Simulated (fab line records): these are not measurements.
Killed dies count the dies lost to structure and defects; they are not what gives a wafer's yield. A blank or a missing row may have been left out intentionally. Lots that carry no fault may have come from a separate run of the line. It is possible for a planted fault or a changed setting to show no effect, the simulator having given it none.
Matching of chambers + flow nand-harc + NHARC_A_STAIRCASE_CMP_472 on cmp-01: 4 sister chambers
The step polishes SiO2. 7 wafers are shown with their chamber, then 9 later ones without.

WAFERS WITH THEIR CHAMBER
| wafer  | chamber | motor-current-A (A) | edge-zone-pressure-frac |
|--------|---------|---------------------|-------------------------|
| L080.1 | 2       | 12.9                | 0.994                   |
| L083.1 | 1       | 11.0                | 1.006                   |
| L088.3 | 1       | 10.7                | 1.011                   |
| L088.5 | 0       | 10.7                | 1.001                   |
| L091.1 | 3       | 12.4                | 1.000                   |
| L091.5 | 0       | 10.7                | 0.995                   |
| L091.6 | 3       | 11.9                | 1.007                   |

WAFERS WITH NO CHAMBER GIVEN
| wafer  | motor-current-A (A) | edge-zone-pressure-frac |
|--------|---------------------|-------------------------|
| L090.2 | 12.7                | 0.999                   |
| L090.3 | 11.8                | 1.007                   |
| L090.5 | 12.9                | 1.006                   |
| L093.1 | 11.3                | 1.011                   |
| L093.2 | 10.5                | 0.996                   |
| L093.3 | 12.6                | 0.996                   |
| L096.1 | 11.0                | 1.003                   |
| L096.3 | 12.2                | 0.994                   |
| L096.6 | 12.6                | 1.003                   |

WHICH CHAMBER EACH ONE RAN IN
| wafer  | from the rows above          | in truth |
|--------|------------------------------|----------|
| L090.2 | can't be placed: 2 or 3      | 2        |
| L090.3 | 3                            | 3        |
| L090.5 | can't be placed: 2 or 3      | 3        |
| L093.1 | can't be placed: 1 or 0 or 3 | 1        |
| L093.2 | 0                            | 0        |
| L093.3 | can't be placed: 2 or 3      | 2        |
| L096.1 | can't be placed: 1 or 0      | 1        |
| L096.3 | can't be placed: 3 or 2      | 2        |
| L096.6 | can't be placed: 3 or 2      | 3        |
2 of 9 placed correctly. Can't be placed from these rows: 7 (the true chamber is among the candidates in 7). Placed wrongly: 0.
How it was worked out, from the rows above alone: a wafer's distance from a chamber is the root of the sum, over the readings, of the square of ((its reading less the chamber's mean) divided by the reading's scatter). The wafer belongs to the nearest chamber; if the next one is less than 2 further off, it can't be placed. The mean given for a chamber averages the wafers shown for that chamber. How the scatter is found: for the shown wafers, subtract from each reading the mean of its chamber, square and add these, divide the total by (wafers less chambers), then take the root.
